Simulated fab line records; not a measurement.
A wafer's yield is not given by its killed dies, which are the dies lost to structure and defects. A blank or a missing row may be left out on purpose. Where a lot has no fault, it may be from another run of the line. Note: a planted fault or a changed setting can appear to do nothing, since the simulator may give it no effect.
What tool caused it? -- flow nand_harc -- Sampling: 13 lots, 39 wafers, 6 of 1302 route steps

## WHAT THE GAUGES SHOWED, per wafer
NHARC_P_GATE_CD_MEAS_91 targets a cd of 2000 nm. Usual: cd_nm reads 1999.4 nm (standard deviation 1.6).
lot,measured,on,cd_nm (nm),flag
L445,day 5 22:34,cd_sem-03,1997.8 1999.4 2000.2,
L446,day 6 09:59,cd_sem-02,1998.3 1999.1 1998.8,
L449,day 7 18:01,cd_sem-03,1998.6 1996.0 1998.2,
L450,day 8 09:30,cd_sem-02,1999.8 1999.9 1999.9,
L451,day 8 18:22,cd_sem-01,1998.3 1999.6 1999.3,
L453,day 10 00:57,cd_sem-03,1997.5 1997.8 1999.8,
L454,day 10 04:52,cd_sem-03,1997.9 1996.5 1997.4,
L455,day 10 09:11,cd_sem-02,1999.6 1999.0 2001.3,
L456,day 10 19:59,cd_sem-01,1997.2 1998.1 1997.5,
L457,day 11 04:19,cd_sem-03,2000.2 1999.3 2003.0,
L460,day 12 13:05,cd_sem-02,1997.4 1996.2 1998.1,
L465,day 14 13:22,cd_sem-02,2003.7 2005.6 2007.5,OFF
L466,day 14 20:17,cd_sem-03,2005.7 2008.7 2002.5,OFF

NHARC_END_SORT_01. Usual: killed_at_array 51, standard deviation 16; killed_at_other 0.6, standard deviation 0.88; killed_at_periphery 4.0, standard deviation 2.6; killed_dies 55, standard deviation 16; killed_open 3.5, standard deviation 1.9; killed_short 2.3, standard deviation 1.6.
lot,measured,on,killed_at_array,killed_at_other,killed_at_periphery,killed_dies,killed_open,killed_short,flag
L449,day 26 10:11,prober-02,63 53 57,0 0 0,8 8 5,71 61 62,3 0 2,2 5 2,
L450,day 27 02:44,prober-01,42 35 32,0 1 1,2 1 2,44 37 35,9 2 2,1 1 3,
L451,day 27 11:49,prober-02,78 88 74,0 0 0,2 1 5,80 89 79,3 3 5,1 2 5,
L453,day 29 16:45,prober-02,66 60 73,0 3 1,12 7 7,78 70 81,3 3 3,2 3 2,
L454,day 29 16:44,prober-01,35 42 53,0 0 0,6 4 6,41 46 59,7 3 6,5 3 5,
L455,day 30 08:27,prober-02,57 50 40,0 0 0,3 4 1,60 54 41,3 6 3,2 4 1,
L456,day 30 16:20,prober-02,43 44 40,1 0 0,5 3 7,49 47 47,4 4 5,2 4 4,
L457,day 30 02:20,prober-01,41 45 40,0 1 1,1 10 5,42 56 46,4 2 7,1 1 1,
L460,day 31 07:46,prober-01,53 75 70,3 2 3,1 1 4,57 78 77,1 0 3,1 6 2,
L466,day 33 10:46,prober-01,52 54 54,0 0 0,0 0 1,52 54 55,1 2 4,1 1 4,

## TOOL THAT RAN EACH LOT (tool first, then ch and the chambers of the sampled wafers, then the start)
lot,NHARC_P_GATE_STRIP_75,NHARC_P_GATE_STRIP_112,NHARC_P_GATE_EXPOSE_88,NHARC_P_CONTACT_DEP_30
L445,"plasma_asher-01 ch 0,1, day 5 19:54","plasma_asher-01 ch 0,1, day 5 21:23","krf_scanner-01 ch 0, day 5 22:25","pecvd-04 ch 0,2, day 6 01:44"
L446,"plasma_asher-01 ch 0,1, day 6 07:37","plasma_asher-02 ch 0,1, day 6 08:55","krf_scanner-01 ch 0, day 6 09:49","pecvd-03 ch 1,2, day 6 13:10"
L449,"plasma_asher-01 ch 0,1, day 7 15:22","plasma_asher-02 ch 0,1, day 7 16:49","krf_scanner-02 ch 0, day 7 17:51","pecvd-03 ch 0,2, day 7 21:13"
L450,"plasma_asher-01 ch 0,1, day 8 06:43","plasma_asher-01 ch 0,1, day 8 08:21","krf_scanner-04 ch 0, day 8 09:20","pecvd-03 ch 1,2, day 8 12:43"
L451,"plasma_asher-01 ch 0,1, day 8 15:59","plasma_asher-02 ch 0,1, day 8 17:22","krf_scanner-04 ch 0, day 8 18:13","pecvd-04 ch 0,1,2, day 8 21:29"
L453,"plasma_asher-01 ch 0,1, day 9 22:24","plasma_asher-02 ch 0,1, day 9 23:46","krf_scanner-01 ch 0, day 10 00:47","pecvd-04 ch 1,2, day 10 04:07"
L454,"plasma_asher-02 ch 0,1, day 10 02:10","plasma_asher-02 ch 0,1, day 10 03:40","krf_scanner-04 ch 0, day 10 04:42","pecvd-01 ch 0,1, day 10 08:05"
L455,"plasma_asher-01 ch 0,1, day 10 06:34","plasma_asher-01 ch 0,1, day 10 08:00","krf_scanner-02 ch 0, day 10 09:01","pecvd-01 ch 0,1,2, day 10 12:29"
L456,"plasma_asher-01 ch 0,1, day 10 17:19","plasma_asher-01 ch 1, day 10 18:45","krf_scanner-01 ch 0, day 10 19:50","pecvd-03 ch 0,1,2, day 10 23:11"
L457,"plasma_asher-01 ch 0,1, day 11 01:42","plasma_asher-01 ch 0,1, day 11 03:08","krf_scanner-02 ch 0, day 11 04:10","pecvd-04 ch 0,1,2, day 11 07:29"
L460,"plasma_asher-02 ch 0,1, day 12 10:33","plasma_asher-01 ch 0,1, day 12 12:01","krf_scanner-02 ch 0, day 12 12:55","pecvd-03 ch 0,1,2, day 12 16:29"
L465,"plasma_asher-01 ch 0,1, day 14 10:59","plasma_asher-02 ch 0,1, day 14 12:19","krf_scanner-04 ch 0, day 14 13:13","pecvd-03 ch 0,1,2, day 14 16:29"
L466,"plasma_asher-02 ch 0, day 14 17:53","plasma_asher-01 ch 0,1, day 14 19:16","krf_scanner-04 ch 0, day 14 20:07","pecvd-01 ch 0,1,2, day 14 23:28"
- NHARC_P_GATE_STRIP_75: strips in O2.
- NHARC_P_GATE_STRIP_112: strips in N2/H2, time 200 s.
- NHARC_P_GATE_EXPOSE_88: exposes mask P HVN, target cd 2000 nm.
- NHARC_P_CONTACT_DEP_30: deposits SiNx, target thk 30 nm.

## AS READ BY THE TOOLS THEMSELVES (means over the sampled wafers that have a number; for cases with no such wafer, the mark the record gives instead)
NHARC_P_GATE_STRIP_75. Usual: drypump_motor_current_A 5.8 A, standard deviation 0.55; heater_power_w 309 W, standard deviation 14.
lot,tool,drypump_motor_current_A (A),heater_power_w (W),flag
L445,plasma_asher-01,6.2,298,
L446,plasma_asher-01,6.2,303,
L449,plasma_asher-01,6.2,302,
L450,plasma_asher-01,6.2,307,
L451,plasma_asher-01,6.2,311,
L453,plasma_asher-01,6.2,312,
L454,plasma_asher-02,5.2,314,
L455,plasma_asher-01,6.2,312,
L456,plasma_asher-01,6.2,307,
L457,plasma_asher-01,6.2,305,
L460,plasma_asher-02,5.2,304,
L465,plasma_asher-01,6.2,305,
L466,plasma_asher-02,5.4,291,

NHARC_P_GATE_STRIP_112. Usual: drypump_motor_current_A 5.7 A, standard deviation 0.56; heater_power_w 83 W, standard deviation 4.
lot,tool,drypump_motor_current_A (A),heater_power_w (W),flag
L445,plasma_asher-01,6.2,78,
L446,plasma_asher-02,5.2,84,
L449,plasma_asher-02,5.2,85,
L450,plasma_asher-01,6.2,81,
L451,plasma_asher-02,5.2,86,
L453,plasma_asher-02,5.2,85,
L454,plasma_asher-02,5.2,85,
L455,plasma_asher-01,6.2,83,
L456,plasma_asher-01,6.2,85,
L457,plasma_asher-01,6.2,84,
L460,plasma_asher-01,6.2,82,
L465,plasma_asher-02,5.0,83,
L466,plasma_asher-01,6.2,82,

NHARC_P_CONTACT_DEP_30. Usual: heater_power_outer_w 439 W, standard deviation 50; heater_power_w 743 W, standard deviation 87; susceptor_temp_C 400.02 C, standard deviation 0.22.
lot,tool,heater_power_outer_w (W),heater_power_w (W),susceptor_temp_C (C),flag
L445,pecvd-04,455,754,399.96,
L446,pecvd-03,443,769,399.94,
L449,pecvd-03,391,718,400.06,
L450,pecvd-03,447,736,400.05,
L451,pecvd-04,421,722,399.78,
L453,pecvd-04,481,788,399.95,
L454,pecvd-01,428,717,399.84,
L455,pecvd-01,423,710,399.90,
L456,pecvd-03,483,805,400.03,
L457,pecvd-04,424,695,399.98,
L460,pecvd-03,459,773,400.12,
L465,pecvd-03,458,786,399.85,
L466,pecvd-01,399,674,399.95,

## THE ANSWER, worked out from the rows above alone
Rule: a lot is off if the mean of its wafers that have a number lies more than 3 standard deviations from the usual mean. A lot without any number at a reading at which 4 lots or more have one is off too. The other lots that the step has rows for count as sound. The gauges are gone through in route order, then the tools' own readings, and for those a lot's mean is taken as printed above. The first step at which some lot is off is used, and at that step the reading that is off furthest; a lot without a number counts as furthest.
Off: L465, L466 (NHARC_P_GATE_CD_MEAS_91, cd_nm).
A tool fits if, at a process step before that reading, it ran every lot that is off, and no sound lot after the first of them. Gauges at NHARC_P_GATE_CD_MEAS_91: tried the same way as those tools. One fits: krf_scanner-04 at NHARC_P_GATE_EXPOSE_88. A fault onset in the window from L454 (day 10 04:42, its last sound lot) to L465 (day 14 13:13, its first lot off) fits.

## WHAT THE SIMULATOR HAD INSERTED
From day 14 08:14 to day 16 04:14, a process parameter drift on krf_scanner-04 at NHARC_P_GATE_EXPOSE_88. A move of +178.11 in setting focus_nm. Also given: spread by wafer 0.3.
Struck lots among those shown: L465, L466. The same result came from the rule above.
